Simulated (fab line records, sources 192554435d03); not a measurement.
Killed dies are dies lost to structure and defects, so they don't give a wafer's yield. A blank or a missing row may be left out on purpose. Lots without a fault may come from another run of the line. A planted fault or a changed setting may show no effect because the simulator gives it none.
A struck lot beside a sound one | flow n5_finfet | 44 steps out of a route of 1938
Sound: wafers L258.1, L258.5, L258.6. Struck: wafers L263.1, L263.3. The cause comes at the end.
At each step with rows: each side's tool, then ch and its chambers, then its first start. Under that, the readings that differ: sound wafers | struck wafers | difference of the means | sigmas: that difference in standard deviations of wafers without a fault.
alike: readings whose means differ by less than 2 such deviations, and words and numbers that are the same on both sides. not compared: withheld readings, readings that some wafer has no value for, bounds like >300 that may hide the same value, and numbers for which the record gives no deviation and whose values overlap.
The two part at a step that has a row with sigmas, a row that says differs or no value, or rows on one side only. Numbers that don't overlap but have no deviation are shown without sigmas and don't part them. A reading that every wafer of one side lacks parts them only if that side has two wafers or more.

first, 11 steps without rows for these wafers: N5_BEOL_M4_DESCUM_33 (chemistry O2, time 7 s); N5_BEOL_M4_ETCH_77 (etches underlayer in N2/H2, target depth 6.5 nm, time 5.2 s); N5_BEOL_M4_ETCH_69 (etches SiARC in CF4, target depth 15.6 nm, time 26 s); N5_BEOL_M4_ALD_98 (deposits SiO2, target thk 2.5 nm, pulse time 1 s, co reactant pulse time 1 s); N5_BEOL_M4_ETCHBACK_99 (etches SiO2 in CHF3, target depth 5 nm, time 10.4 s); N5_BEOL_M4_ETCH_70 (etches SOC in N2/H2, target depth 80 nm, overetch 24 nm, time 130 s); N5_BEOL_M4_STRIP_71 (strips in N2/H2); N5_BEOL_M4_STRIP_78 (strips in N2/H2); N5_BEOL_M4_VIA_ETCH_34 (etches the open film in C4F6/O2, target depth 69.4 nm, time 65.9 s); N5_BEOL_M4_STRIP_83 (strips in C4F6/O2); N5_BEOL_M4_STRIP_36 (strips in N2/H2).
N5_BEOL_M4_TRENCH_ETCH_37: etches SiOC in C4F6/O2, target depth 55.555 nm, time 29.2 s.
  sound on rie_diel-01 ch 0,1, day 9 00:43; struck on rie_diel-01 ch 1,3, day 10 06:58
  reading                                    | sound            | struck      | difference | sigmas
  oes_product_au (a.u.)                      | 0.86 0.85 0.77   | 1.04 0.91   | +0.15      | +2
  model.BEOL_M4.feature_depth_nm (nm)        | 56.4 56.4 57     | 73.6 75.4   | +17.9      |
  model.etch.depth_nm (nm)                   | 56.44 56.39 57.1 | 73.58 75.38 | +17.84     |
  model.TiN_of_BEOL_M4_HM_DEP_02.thk_nm (nm) | 17.8 17.8 17.4   | 17.2 17.2   | -0.5       |
  alike: O2_flow_sccm, chamber_pressure_mTorr, drypump_motor_current_A, oes_ar_750_au, oes_o_777_au, rf_vpp_V, showerhead_plenum_p_Torr, throttle_valve_pct
  not compared: rf_hours_counter_h
then, 2 steps without rows for these wafers: N5_BEOL_M4_ETCH_41 (etches SiCN in CH3F/O2, target depth 29.9 nm, time 52.5 s); N5_BEOL_M4_STRIP_97 (strips in N2/H2, time 10 s).
N5_BEOL_M4_OCD_MEAS_38:
  sound on ocd-02, day 9 00:52; struck on ocd-02, day 10 07:07
  reading              | sound          | struck    | difference | sigmas
  trench_depth_nm (nm) | 56.6 56.4 57.3 | 73.7 75.0 | +17.6      | +18
then, 25 steps without rows for these wafers: N5_BEOL_M4_HM_STRIP_39 (strips TiN in peroxide tin strip, target depth 25 nm, time 158 s); N5_BEOL_M4_SRD_40 (time 30 s); N5_BEOL_M4_PRECLEAN_42 (cleans in residue remover, time 60 s); N5_BEOL_M4_SRD_43 (time 30 s); N5_BEOL_M4_DEGAS_44 (time 60 s); N5_BEOL_M4_PRE_CLEAN_45 (time 30 s); N5_BEOL_M4_ALD_84 (deposits TaN, pulse time 2 s, purge time 3 s, co reactant purge time 2 s); N5_BEOL_M4_SURFACE_TREAT_85; N5_BEOL_M4_CVD_47 (deposits Co from CCTBA/H2, target thk 3 nm, time 223.8 s); N5_BEOL_M4_SPUTTER_48 (material Cu, target thk 4.5 nm, time 8.29 s); N5_BEOL_M4_ANNEAL_49 (time 240 s); N5_BEOL_M4_SPUTTER_79 (material Cu, target thk 4.5 nm, time 8.29 s); N5_BEOL_M4_ANNEAL_80 (time 240 s); N5_BEOL_M4_SPUTTER_81 (material Cu, target thk 4.5 nm, time 8.29 s); N5_BEOL_M4_ANNEAL_82 (time 240 s); N5_BEOL_M4_SPUTTER_86 (material Cu, target thk 4.5 nm, time 8.29 s); N5_BEOL_M4_ANNEAL_87 (time 240 s); N5_BEOL_M4_SPUTTER_88 (material Cu, target thk 4.5 nm, time 8.29 s); N5_BEOL_M4_ANNEAL_89 (time 240 s); N5_BEOL_M4_SPUTTER_90 (material Cu, target thk 4.5 nm, time 8.29 s); N5_BEOL_M4_ANNEAL_91 (time 240 s); N5_BEOL_M4_SPUTTER_92 (material Cu, target thk 4.5 nm, time 8.29 s); N5_BEOL_M4_ANNEAL_93 (time 240 s); N5_BEOL_M4_SPUTTER_94 (material Cu, target thk 4.5 nm, time 8.29 s); N5_BEOL_M4_ANNEAL_95 (time 240 s).
N5_BEOL_M4_CMP_52: polishes, stops on SiOC, t overpolish 6.8 s, target thk 40 nm.
  sound on cmp-03 ch 0,1,3, day 9 06:17; struck on cmp-04 ch 0,2, day 10 16:19
  reading                                | sound        | struck  | difference | sigmas
  model.Cu_of_BEOL_M4_ECD_50.thk_nm (nm) | 40.6 41.8 41 | 58 61.2 | +18        |
  alike: barrier_field_endpoint_s, edge_zone_pressure_frac, head_pressure_psi, motor_current_A, overpolish_run_s, slurry_flow_ml_min, time_to_endpoint_s
N5_BEOL_M4_THK_MEAS_53: measures by xrf.
  sound on film_metro-02, day 9 06:28; struck on film_metro-01, day 10 16:37
  reading     | sound          | struck    | difference | sigmas
  M4_THK (nm) | 39.9 41.0 40.5 | 56.5 59.8 | +17.7      | +11
N5_BEOL_M4_RS_MEAS_58: measures by four-point-probe.
  sound on film_metro-02, day 9 06:43; struck on film_metro-01, day 10 17:17
  reading        | sound          | struck    | difference | sigmas
  M4_RS (ohm/sq) | 0.66 0.63 0.65 | 0.42 0.39 | -0.24      | -7
N5_BEOL_M4_RC_MEAS_101:
  sound on prober-02 ch 0, day 9 06:46; struck on prober-02 ch 0, day 10 17:20
  reading                   | sound       | struck  | difference | sigmas
  SERP_M4 (ohm/um)          | 202 188 197 | 117 110 | -82        | -5
  SERP_M4_max_site (ohm/um) | 218 205 212 | 124 123 | -88        | -5
  alike: DIBL_N, DIBL_P, IOFF_N, IOFF_P, ION_N, ION_P, SS_N, SS_P, VT_N, VT_P

WHERE THEY PART
First at N5_BEOL_M4_TRENCH_ETCH_37; last, within this record, at N5_BEOL_M4_RC_MEAS_101.

WHY: what the simulator had put in
Process parameter drift: rie_diel-01, from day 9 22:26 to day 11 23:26, at N5_BEOL_M4_TRENCH_ETCH_37. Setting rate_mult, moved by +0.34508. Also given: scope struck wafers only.
